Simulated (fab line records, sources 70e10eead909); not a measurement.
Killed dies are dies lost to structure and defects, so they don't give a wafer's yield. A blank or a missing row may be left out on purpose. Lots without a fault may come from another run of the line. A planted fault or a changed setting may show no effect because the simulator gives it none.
fab line records | flow nand_harc
record lots=24 wafers=72 last_day=34
route steps=1302 shown P_CONTACT@244 P_M1@305 P_M2@328
lots that met no fault: from a run of the same line without faults
start_h: hours from the record's first day to the start of the lot's first wafer shown | wait_h: hours since the lot's step before | " the same as in the row above | L1.1+2: a row that stands for several wafers | - no value, or no start given | * or withheld: withheld | < > ~ a bound
route shown NAME@n: a module of which the file shows steps, and the number in the route of the first | usual: mean/standard deviation of fault-free wafers | same: alike in all rows | chamber/n: place in a boat | sites: the reading at each site | _std_site: their standard deviation | _edge_site: outer sites' mean less inner sites' | radius_mm: how far each site lies from the wafer's centre | mask NAME#n: copy n | behind: the tool/chamber that last shaped the wafer | hold: why the lot was held/for how many hours/how that ended | device: the transistor (n, p or np) that didn't switch | end of line: the same wafers' tests at the end of the route | a step without rows: its recipe alone | killed: dies lost to structure and defects at the first sort, not the wafer's yield | map: a wafer's dies, x killed, . not, _ none there
set.NAME: the setting as run; set.NAME@STEP: as run at that earlier step | model.NAME: the simulator's own value behind a step, which no gauge read
steps of the route over a sample of lots; a table a step, a row a wafer
services: from which hour (start_h, from the record's first day; less than 0 if before it) a tool's chamber was out of use, for how many hours, and why
## steps
# step NHARC_P_CONTACT_DEGAS_38
# recipe temp_c=300 time_s=60
# usual heater_power_w=488/45
# columns lot.wafer tool chamber start_h wait_h heater_power_w
L074.1 pvd_sputter-02 - 118.69 - 495
L074.2 " - " " 415
L074.3 " - " " 466
L075.2 pvd_sputter-03 - 127.02 - 505
L075.3 " - " " 476
L075.6 " - " " 501
L076.1 pvd_sputter-02 - 140.01 - 465
L076.6 " - " " 577
L076.5 " - " " 488
L077.3 pvd_sputter-01 - 155.09 - 537
L077.4 " - " " 483
L077.5 " - " " 515
L078.3 pvd_sputter-02 - 155.41 - 476
L078.5 " - " " 400
L078.6 " - " " 461
L079.1 pvd_sputter-01 - 164.86 - 509
L079.6 " - " " 529
L079.5 " - " " 520
L080.1 pvd_sputter-03 - 181.04 - 499
L080.4 " - " " 462
L080.5 " - " " 470
L081.2 pvd_sputter-03 - 186.18 - 546
L081.3 " - " " 456
L081.4 " - " " 481
L082.2 pvd_sputter-03 - 205.42 - 472
L082.3 " - " " 483
L082.5 " - " " 468
L083.2 pvd_sputter-03 - 212.01 - 464
L083.1 " - " " 468
L083.4 " - " " 485
L084.1 pvd_sputter-01 - 215.99 - 492
L084.2 " - " " 505
L084.6 " - " " 494
L085.2 pvd_sputter-03 - 227.82 - 461
L085.4 " - " " 452
L085.5 " - " " 553
L086.1 pvd_sputter-02 - 233.99 - 455
L086.4 " - " " 499
L086.5 " - " " 404
L087.2 pvd_sputter-02 - 244.70 - 570
L087.3 " - " " 498
L087.1 " - " " 400
L089.3 pvd_sputter-03 - 265.52 - 548
L089.1 " - " " 471
L089.5 " - " " 543
L088.3 pvd_sputter-02 - 266.17 - 410
L088.2 " - " " 459
L088.5 " - " " 470
L090.4 pvd_sputter-03 - 279.89 - 467
L090.3 " - " " 464
L090.5 " - " " 462
L091.1 pvd_sputter-03 - 283.72 - 482
L091.2 " - " " 479
L091.6 " - " " 555
L092.2 pvd_sputter-02 - 303.75 - 405
L092.6 " - " " 564
L092.5 " - " " 485
L093.1 pvd_sputter-02 - 308.23 - 428
L093.4 " - " " 542
L093.5 " - " " 413
L094.3 pvd_sputter-02 - 321.48 - 481
L094.4 " - " " 399
L094.1 " - " " 451
L095.2 pvd_sputter-02 - 323.35 - 495
L095.3 " - " " 412
L095.6 " - " " 456
L096.4 pvd_sputter-01 - 339.84 - 485
L096.5 " - " " 483
L096.6 " - " " 500
L097.2 pvd_sputter-02 - 357.15 - 552
L097.4 " - " " 502
L097.1 " - " " 418
# step NHARC_P_CONTACT_CMP_24
# recipe t_overpolish_s=30 target_thk_nm=200
# usual motor_current_A=12.6/1.2 overpolish_run_s=30.000/0.0086 time_to_endpoint_s=40.4/2.3
# columns lot.wafer tool chamber start_h wait_h motor_current_A overpolish_run_s time_to_endpoint_s
L074.1 cmp-01 3 119.79 0.5 15.7 29.989 40.0
L074.3 " 0 " " 11.5 29.990 39.5
L074.2 " 2 " " 10.9 29.999 41.1
L075.3 cmp-04 2 128.14 0.3 13.0 29.984 41.7
L075.2 " 3 " " 13.3 30.002 43.1
L075.6 " 2 " " 13.5 29.992 44.3
L076.1 cmp-04 3 141.16 0.6 12.9 29.991 38.1
L076.5 " 0 " " 10.4 30.002 41.2
L076.6 " 1 " " 13.7 29.997 42.7
L077.3 cmp-01 0 156.22 0.3 12.6 30.021 38.9
L077.4 " 2 " " 10.8 30.006 38.8
L077.5 " 1 " " 12.7 30.016 35.3
L078.3 cmp-01 0 156.59 0.4 12.4 30.010 41.1
L078.6 " 2 " " 11.0 30.005 42.2
L078.5 " 3 " " 14.4 29.998 39.8
L079.1 cmp-04 1 166.00 0.5 13.2 29.991 42.7
L079.6 " 3 " " 13.8 29.999 37.2
L079.5 " 0 " " 11.0 30.005 36.4
L080.4 cmp-04 2 182.17 0.3 12.4 29.998 40.8
L080.1 " 3 " " 13.2 30.005 38.6
L080.5 " 0 " " 10.2 29.995 36.5
L081.2 cmp-03 3 187.29 0.6 11.1 30.007 40.2
L081.4 " 0 " " 13.0 30.005 44.3
L081.3 " 2 " " 11.6 29.987 42.5
L082.3 cmp-03 0 206.57 0.4 13.4 29.979 43.1
L082.2 " 1 " " 13.8 29.993 43.5
L082.5 " 3 " " 11.5 29.993 42.3
L083.1 cmp-01 0 213.15 0.5 12.5 29.991 39.3
L083.4 " 1 " " 11.9 29.995 36.1
L083.2 " 2 " " 10.9 30.005 43.0
L084.2 cmp-01 0 217.08 0.5 11.7 30.022 37.8
L084.1 " 2 " " 10.7 30.005 37.6
L084.6 " 1 " " 12.6 30.004 38.1
L085.2 cmp-04 3 229.50 0.9 12.8 30.018 38.5
L085.4 " 0 " " 10.9 29.997 40.9
L085.5 " 2 " " 12.5 29.995 40.7
L086.4 cmp-03 3 235.66 0.5 11.5 29.990 39.5
L086.1 " 0 " " 13.3 29.993 41.4
L086.5 " 1 " " 13.8 29.990 44.9
L087.3 cmp-04 1 245.79 0.3 12.6 30.017 38.8
L087.2 " 2 " " 12.8 30.000 38.8
L087.1 " 3 " " 13.8 29.995 38.0
L089.3 cmp-03 1 266.64 0.3 14.0 29.999 45.0
L089.1 " 3 " " 11.7 29.992 40.8
L089.5 " 0 " " 13.4 30.006 42.1
L088.3 cmp-01 3 267.29 0.3 14.8 30.004 39.4
L088.2 " 0 " " 12.2 30.007 38.7
L088.5 " 3 " " 14.7 29.996 38.0
L090.3 cmp-01 3 281.03 0.4 15.1 30.004 39.4
L090.4 " 0 " " 11.6 30.009 39.3
L090.5 " 2 " " 11.1 29.994 40.6
L091.2 cmp-04 3 284.84 0.6 12.8 29.994 39.0
L091.1 " 0 " " 10.9 30.001 44.0
L091.6 " 2 " " 13.1 30.004 39.9
L092.2 cmp-01 3 304.90 0.6 14.0 30.005 36.1
L092.5 " 0 " " 12.0 30.007 37.0
L092.6 " 1 " " 12.5 29.998 40.6
L093.4 cmp-03 2 309.34 0.4 11.2 30.011 41.9
L093.1 " 3 " " 12.3 30.007 42.9
L093.5 " 2 " " 11.4 30.008 42.2
L094.1 cmp-01 2 322.59 0.5 11.2 30.004 40.6
L094.4 " 3 " " 14.3 29.996 41.0
L094.3 " 0 " " 11.8 29.996 40.7
L095.3 cmp-03 0 324.46 0.4 13.5 30.006 41.3
L095.2 " 1 " " 13.0 29.991 41.2
L095.6 " 0 " " 13.4 30.012 42.8
L096.4 cmp-01 3 340.96 0.3 14.6 29.985 41.3
L096.5 " 3 " " 13.8 29.998 41.2
L096.6 " 0 " " 11.9 30.010 43.7
L097.4 cmp-01 0 358.26 0.3 12.7 30.011 42.1
L097.2 " 1 " " 13.2 30.005 40.1
L097.1 " 2 " " 10.8 30.001 42.8
# step NHARC_P_M1_DEGAS_29
# recipe temp_c=250 time_s=60
# usual heater_power_w=351/26
# columns lot.wafer tool chamber start_h wait_h heater_power_w
L074.2 pvd_sputter-01 - 126.73 - 351
L074.1 " - " " 358
L074.3 " - " " 367
L075.2 pvd_sputter-03 - 134.80 - 322
L075.3 " - " " 352
L075.6 " - " " 351
L076.1 pvd_sputter-03 - 147.66 - 333
L076.5 " - " " 325
L076.6 " - " " 356
L077.3 pvd_sputter-02 - 162.76 - 288
L077.4 " - " " 337
L077.5 " - " " 358
L078.3 pvd_sputter-03 - 163.20 - 329
L078.6 " - " " 331
L078.5 " - " " 351
L079.1 pvd_sputter-02 - 172.53 - 293
L079.5 " - " " 338
L079.6 " - " " 421
L080.4 pvd_sputter-01 - 189.18 - 384
L080.1 " - " " 356
L080.5 " - " " 378
L081.3 pvd_sputter-01 - 193.98 - 372
L081.4 " - " " 358
L081.2 " - " " 376
L082.3 pvd_sputter-01 - 215.63 - 379
L082.2 " - " " 371
L082.5 " - " " 380
L083.2 pvd_sputter-03 - 219.78 - 329
L083.1 " - " " 346
L083.4 " - " " 395
L084.1 pvd_sputter-01 - 223.56 - 374
L084.2 " - " " 347
L084.6 " - " " 351
L085.4 pvd_sputter-02 - 236.35 - 332
L085.2 " - " " 290
L085.5 " - " " 336
L086.4 pvd_sputter-03 - 242.11 - 338
L086.1 " - " " 345
L086.5 " - " " 332
L087.1 pvd_sputter-02 - 252.86 - 306
L087.3 " - " " 333
L087.2 " - " " 413
L089.1 pvd_sputter-03 - 272.98 - 341
L089.3 " - " " 340
L089.5 " - " " 386
L088.3 pvd_sputter-01 - 273.82 - 354
L088.2 " - " " 363
L088.5 " - " " 349
L090.3 pvd_sputter-03 - 287.67 - 386
L090.4 " - " " 347
L090.5 " - " " 330
L091.1 pvd_sputter-01 - 291.58 - 344
L091.2 " - " " 324
L091.6 " - " " 338
L092.2 pvd_sputter-01 - 311.48 - 362
L092.6 " - " " 347
L092.5 " - " " 325
L093.4 pvd_sputter-02 - 315.85 - 326
L093.1 " - " " 297
L093.5 " - " " 323
L094.1 pvd_sputter-02 - 329.30 - 291
L094.4 " - " " 324
L094.3 " - " " 396
L095.3 pvd_sputter-01 - 331.05 - 366
L095.2 " - " " 350
L095.6 " - " " 371
L096.4 pvd_sputter-01 - 347.50 - 350
L096.6 " - " " 357
L096.5 " - " " 320
L097.1 pvd_sputter-01 - 364.67 - 351
L097.4 " - " " 351
L097.2 " - " " 363
# step NHARC_P_M1_PRE_CLEAN_30
# recipe time_s=30 temp_c=280 gas=H2/He
# usual heater_power_w=431/34
# columns lot.wafer tool chamber start_h wait_h heater_power_w
L074.2 pvd_sputter-01 - - - 428
L074.3 " - " " 455
L074.1 " - " " 432
L075.2 pvd_sputter-03 - - - 414
L075.3 " - " " 425
L075.6 " - " " 421
L076.1 pvd_sputter-03 - - - 415
L076.5 " - " " 430
L076.6 " - " " 409
L077.4 pvd_sputter-02 - - - 418
L077.3 " - " " 513
L077.5 " - " " 429
L078.3 pvd_sputter-03 - - - 430
L078.6 " - " " 414
L078.5 " - " " 421
L079.1 pvd_sputter-02 - - - 412
L079.6 " - " " 433
L079.5 " - " " 357
L080.4 pvd_sputter-01 - - - 452
L080.1 " - " " 425
L080.5 " - " " 459
L081.4 pvd_sputter-01 - - - 423
L081.2 " - " " 452
L081.3 " - " " 465
L082.2 pvd_sputter-01 - - - 464
L082.3 " - " " 428
L082.5 " - " " 463
L083.1 pvd_sputter-03 - - - 484
L083.4 " - " " 413
L083.2 " - " " 424
L084.1 pvd_sputter-01 - - - 424
L084.2 " - " " 450
L084.6 " - " " 440
L085.4 pvd_sputter-02 - - - 427
L085.2 " - " " 351
L085.5 " - " " 511
L086.1 pvd_sputter-03 - - - 480
L086.4 " - " " 400
L086.5 " - " " 408
L087.2 pvd_sputter-02 - - - 501
L087.3 " - " " 442
L087.1 " - " " 410
L089.1 pvd_sputter-03 - - - 398
L089.3 " - " " 411
L089.5 " - " " 408
L088.3 pvd_sputter-01 - - - 397
L088.2 " - " " 436
L088.5 " - " " 436
L090.4 pvd_sputter-03 - - - 413
L090.3 " - " " 473
L090.5 " - " " 490
L091.1 pvd_sputter-01 - - - 437
L091.2 " - " " 423
L091.6 " - " " 394
L092.2 pvd_sputter-01 - - - 403
L092.5 " - " " 424
L092.6 " - " " 433
L093.4 pvd_sputter-02 - - - 479
L093.1 " - " " 351
L093.5 " - " " 386
L094.3 pvd_sputter-02 - - - 489
L094.4 " - " " 416
L094.1 " - " " 357
L095.2 pvd_sputter-01 - - - 433
L095.3 " - " " 433
L095.6 " - " " 443
L096.4 pvd_sputter-01 - - - 441
L096.6 " - " " 428
L096.5 " - " " 381
L097.4 pvd_sputter-01 - - - 428
L097.1 " - " " 427
L097.2 " - " " 397
# step NHARC_P_M1_PRE_CLEAN_32
# recipe time_s=12 temp_c=370 rf_power_w=300 gas=NH3
# usual heater_power_outer_w=380/50 heater_power_w=665/78
# columns lot.wafer tool chamber start_h wait_h heater_power_outer_w heater_power_w since_wet_clean_h
L074.1 pecvd-03 2 128.35 0.1 365 665 111
L074.2 " 0 " " 402 715 111
L074.3 " 1 " " 449 726 111
L075.2 pecvd-03 2 136.44 0.1 341 604 119
L075.3 " 0 " " 382 712 119
L075.6 " 2 " " 345 601 -
L076.1 pecvd-02 2 149.29 0.1 304 533 90
L076.6 " 0 " " 412 737 -
L076.5 " 1 " " 341 619 -
L077.3 pecvd-02 1 164.41 0.1 372 644 105
L077.4 " 2 " " 311 545 -
L077.5 " 0 " " 351 660 -
L078.3 pecvd-01 0 164.83 0.1 377 615 22
L078.6 " 0 " " 375 621 -
L078.5 " 1 " " 419 692 -
L079.1 pecvd-02 1 174.15 0.1 368 648 115
L079.5 " 0 " " 387 719 -
L079.6 " 1 " " 373 655 -
L080.1 pecvd-01 0 190.86 0.1 399 638 48
L080.4 " 2 " " 259 479 -
L080.5 " 0 " " 398 625 -
L081.3 pecvd-02 2 195.70 0.1 345 581 136
L081.2 " 1 " " 396 672 136
L081.4 " 2 " " 345 596 -
L082.2 pecvd-03 2 217.26 0.1 366 622 19
L082.3 " 0 " " 397 701 19
L082.5 " 2 " " 372 633 -
L083.1 pecvd-02 0 221.45 0.1 412 739 162
L083.2 " 1 " " 342 623 162
L083.4 " 0 " " 398 727 -
L084.2 pecvd-03 1 225.19 0.1 395 684 27
L084.1 " 2 " " 347 608 27
L084.6 " 2 " " 347 609 -
L085.2 pecvd-03 1 238.00 0.1 432 726 40
L085.5 " 1 " " 440 738 -
L085.4 " 2 " " 315 570 -
L086.1 pecvd-01 2 243.76 0.1 266 503 101
L086.4 " 1 " " 381 627 -
L086.5 " 2 " " 269 501 -
L087.2 pecvd-02 0 254.48 0.1 401 755 13
L087.1 " 1 " " 426 701 13
L087.3 " 0 " " 408 762 -
L089.1 pecvd-03 2 274.61 0.1 296 522 77
L089.3 " 1 " " 496 831 77
L089.5 " 2 " " 288 541 -
L088.2 pecvd-01 0 275.45 0.1 337 574 132
L088.3 " 2 " " 328 569 132
L088.5 " 0 " " 340 563 -
L090.3 pecvd-02 0 289.32 0.1 396 704 48
L090.5 " 1 " " 419 721 -
L090.4 " 2 " " 331 576 -
L091.1 pecvd-03 2 293.19 0.1 369 642 95
L091.2 " 1 " " 396 670 95
L091.6 " 1 " " 402 687 -
L092.2 pecvd-03 0 313.11 0.1 370 668 115
L092.5 " 1 " " 437 753 -
L092.6 " 0 " " 370 676 -
L093.1 pecvd-03 1 317.68 0.3 457 765 120
L093.5 " 2 " " 357 646 -
L093.4 " 0 " " 439 749 -
L094.3 pecvd-02 1 330.94 0.1 424 745 90
L094.1 " 2 " " 335 567 90
L094.4 " 1 " " 422 736 -
L095.2 pecvd-03 1 332.69 0.1 397 654 135
L095.3 " 2 " " 372 651 135
L095.6 " 0 " " 454 757 -
L096.6 pecvd-03 0 349.17 0.1 452 791 -
L096.4 " 1 " " 487 811 -
L096.5 " 2 " " 329 587 -
L097.1 pecvd-02 1 366.29 0.1 390 686 125
L097.2 " 0 " " 417 760 125
L097.4 " 2 " " 300 530 -
# step NHARC_P_M2_CD_MEAS_09
# recipe target_cd_nm=170 landing_energy_ev=500
# usual cd_nm=170.0/0.48
# columns lot.wafer tool chamber start_h wait_h cd_nm
L074.1 cd_sem-03 0 129.66 - 170.0
L074.2 " 0 " " 170.4
L074.3 " 0 " " 169.9
L075.2 cd_sem-03 0 137.62 - 170.8
L075.3 " 0 " " 170.4
L075.6 " 0 " " 170.2
L076.1 cd_sem-03 0 150.50 - 170.4
L076.5 " 0 " " 169.9
L076.6 " 0 " " 170.0
L077.3 cd_sem-02 0 165.69 - 168.9
L077.4 " 0 " " 169.1
L077.5 " 0 " " 168.7
L078.3 cd_sem-03 0 166.16 - 169.5
L078.5 " 0 " " 169.4
L078.6 " 0 " " 170.4
L079.1 cd_sem-01 0 175.33 - 170.4
L079.5 " 0 " " 170.3
L079.6 " 0 " " 171.1
L080.1 cd_sem-01 0 192.00 - 170.0
L080.4 " 0 " " 170.2
L080.5 " 0 " " 169.6
L081.2 cd_sem-01 0 197.03 - 170.2
L081.3 " 0 " " 170.3
L081.4 " 0 " " 170.4
L082.2 cd_sem-02 0 218.57 - 169.8
L082.3 " 0 " " 169.9
L082.5 " 0 " " 169.6
L083.1 cd_sem-01 0 222.62 - 170.0
L083.2 " 0 " " 170.5
L083.4 " 0 " " 169.8
L084.1 cd_sem-03 0 226.58 - 170.2
L084.2 " 0 " " 169.8
L084.6 " 0 " " 169.1
L085.2 cd_sem-01 0 239.33 - 169.4
L085.4 " 0 " " 170.5
L085.5 " 0 " " 169.6
L086.1 cd_sem-02 0 245.08 - 170.3
L086.4 " 0 " " 170.4
L086.5 " 0 " " 170.7
L087.1 cd_sem-02 0 255.98 - 169.7
L087.2 " 0 " " 170.6
L087.3 " 0 " " 170.1
L089.1 cd_sem-03 0 275.81 - 170.6
L089.3 " 0 " " 170.6
L089.5 " 0 " " 170.2
L088.2 cd_sem-02 0 276.78 - 169.1
L088.3 " 0 " " 170.7
L088.5 " 0 " " 170.1
L090.3 cd_sem-02 0 290.63 - 169.8
L090.4 " 0 " " 170.6
L090.5 " 0 " " 170.3
L091.1 cd_sem-01 0 294.39 - 169.4
L091.2 " 0 " " 169.7
L091.6 " 0 " " 169.2
L092.2 cd_sem-03 0 314.26 - 169.3
L092.5 " 0 " " 169.3
L092.6 " 0 " " 169.4
L093.1 cd_sem-02 0 318.83 - 170.4
L093.4 " 0 " " 170.1
L093.5 " 0 " " 170.6
L094.1 cd_sem-01 0 332.14 - 169.9
L094.3 " 0 " " 169.2
L094.4 " 0 " " 169.9
L095.2 cd_sem-02 0 333.87 - 170.3
L095.3 " 0 " " 170.0
L095.6 " 0 " " 170.4
L096.4 cd_sem-03 0 350.35 - 170.0
L096.5 " 0 " " 170.0
L096.6 " 0 " " 170.3
L097.1 cd_sem-03 0 367.48 - 170.0
L097.2 " 0 " " 169.8
L097.4 " 0 " " 169.3
## services
# columns tool chamber start_h hours kind
pvd_sputter-02 - 104.00 10.0 pm
cmp-01 - 105.03 0.3 repair
cmp-04 - 105.57 0.8 repair
pvd_sputter-03 - 109.71 1.9 repair
cmp-01 - 120.61 22.2 repair
pecvd-02 0 126.13 5.8 repair
pvd_sputter-03 - 170.02 10.0 pm
pvd_sputter-02 - 177.69 2.0 repair
pecvd-03 - 185.00 13.0 pm
cmp-01 - 186.72 4.0 pm
pvd_sputter-03 - 187.09 10.1 repair
cmp-01 - 206.30 3.2 repair
pvd_sputter-02 - 206.90 1.7 repair
pecvd-02 - 228.10 13.0 pm
pvd_sputter-01 - 228.43 10.0 pm
pvd_sputter-01 - 239.31 23.7 repair
pecvd-02 2 247.41 11.4 repair
pvd_sputter-02 - 282.00 10.0 pm
cmp-01 - 284.72 4.0 pm
pecvd-03 - 299.35 1.8 repair
cmp-01 - 313.45 2.4 repair
pecvd-02 - 340.94 1.7 repair
pvd_sputter-03 - 348.04 10.0 pm
pecvd-03 - 366.00 13.0 pm
## key
fault none
